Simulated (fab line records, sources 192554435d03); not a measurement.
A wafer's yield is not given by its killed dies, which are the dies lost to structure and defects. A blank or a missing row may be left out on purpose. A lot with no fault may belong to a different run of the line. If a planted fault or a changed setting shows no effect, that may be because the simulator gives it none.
Chamber matching    flow n5-finfet    N5_BEOL_M4_ALD_84 on ald-metal-04: 4 sister chambers
The step deposits TaN, pulse time 2 s, purge time 3 s, co reactant purge time 2 s. 8 wafers are shown with their chamber, then 7 later ones without.

== WAFERS, EACH WITH ITS CHAMBER ==
wafer   chamber  heater-power-w (W)  precursor-vessel-carrier-sccm (sccm)
L082.6  2        416                 1002
L085.1  1        370                 1000
L085.3  2        419                 1001
L085.4  0        473                 1003
L089.4  1        376                 1007
L089.6  0        500                 1003
L091.2  3        368                 999
L091.5  3        365                 994

== WAFERS WITH NO CHAMBER GIVEN ==
wafer   heater-power-w (W)  precursor-vessel-carrier-sccm (sccm)
L091.6  494                 1001
L093.1  409                 999
L093.2  501                 1006
L093.6  484                 1000
L096.3  377                 1004
L096.4  370                 997
L096.6  422                 998

== THE CHAMBER EACH PASSED THROUGH ==
wafer   from the rows above      in truth
L091.6  0                        0
L093.1  2                        2
L093.2  0                        0
L093.6  0                        0
L096.3  1                        1
L096.4  can't be placed: 3 or 1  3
L096.6  2                        2
Correct placement for 6 of the 7. From these rows, 1 cannot be placed; in 1 the true chamber is one of the candidates. 0 placed wrongly.
How it was worked out, from the rows above alone: a wafer's distance from a chamber is the root of the sum, over the readings, of the square of ((its reading less the chamber's mean) divided by the reading's scatter). The wafer belongs to the nearest chamber; if the next one is less than 2 further off, it can't be placed. Each chamber's mean is taken over the wafers shown for it. How the scatter is found: for the shown wafers, subtract from each reading the mean of its chamber, square and add these, divide the total by (wafers less chambers), then take the root.
